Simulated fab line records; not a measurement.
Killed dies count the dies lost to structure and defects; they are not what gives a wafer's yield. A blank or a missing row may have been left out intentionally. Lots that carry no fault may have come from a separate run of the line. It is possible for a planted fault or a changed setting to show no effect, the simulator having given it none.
Chamber matching / flow n5-finfet / N5_DUMMY_GATE_CMP_04 on cmp-01 has 4 sister chambers
The step polishes a-Si. 4 wafers are shown with their chamber, then 7 later ones without.

## WAFERS PAIRED WITH THEIR CHAMBERS
wafer=L079.4; chamber=1; motor-current-A (A)=11.3
wafer=L080.2; chamber=3; motor-current-A (A)=10.3
wafer=L084.1; chamber=2; motor-current-A (A)=11.7
wafer=L084.3; chamber=0; motor-current-A (A)=10.8

## WAFERS WHOSE CHAMBER IS MISSING
wafer=L084.5; motor-current-A (A)=10.2
wafer=L093.1; motor-current-A (A)=10.8
wafer=L093.2; motor-current-A (A)=11.5
wafer=L093.5; motor-current-A (A)=10.6
wafer=L095.2; motor-current-A (A)=10.4
wafer=L095.4; motor-current-A (A)=10.5
wafer=L095.6; motor-current-A (A)=10.7

## EACH ONE'S CHAMBER
wafer=L084.5; from the rows above=3; in truth=3
wafer=L093.1; from the rows above=0; in truth=0
wafer=L093.2; from the rows above=can't be placed: 1 or 2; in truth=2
wafer=L093.5; from the rows above=can't be placed: 0 or 3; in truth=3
wafer=L095.2; from the rows above=3; in truth=3
wafer=L095.4; from the rows above=can't be placed: 3 or 0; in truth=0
wafer=L095.6; from the rows above=0; in truth=0
Correctly placed: 4 of 7. From these rows, 3 cannot be placed; in 3 the true chamber is one of the candidates. Placed wrongly: 0.
How it was worked out, from the rows above alone: a wafer's distance from a chamber is the root of the sum, over the readings, of the square of ((its reading less the chamber's mean) divided by the reading's scatter). If the next closest chamber is less than 2 further off than the closest, the wafer can't be placed; otherwise it belongs to the closest. For every chamber, the mean is computed from those of its wafers that are shown. The scatter: root of mean squared gap, hidden wafer to nearest shown wafer, with one shown wafer a chamber.
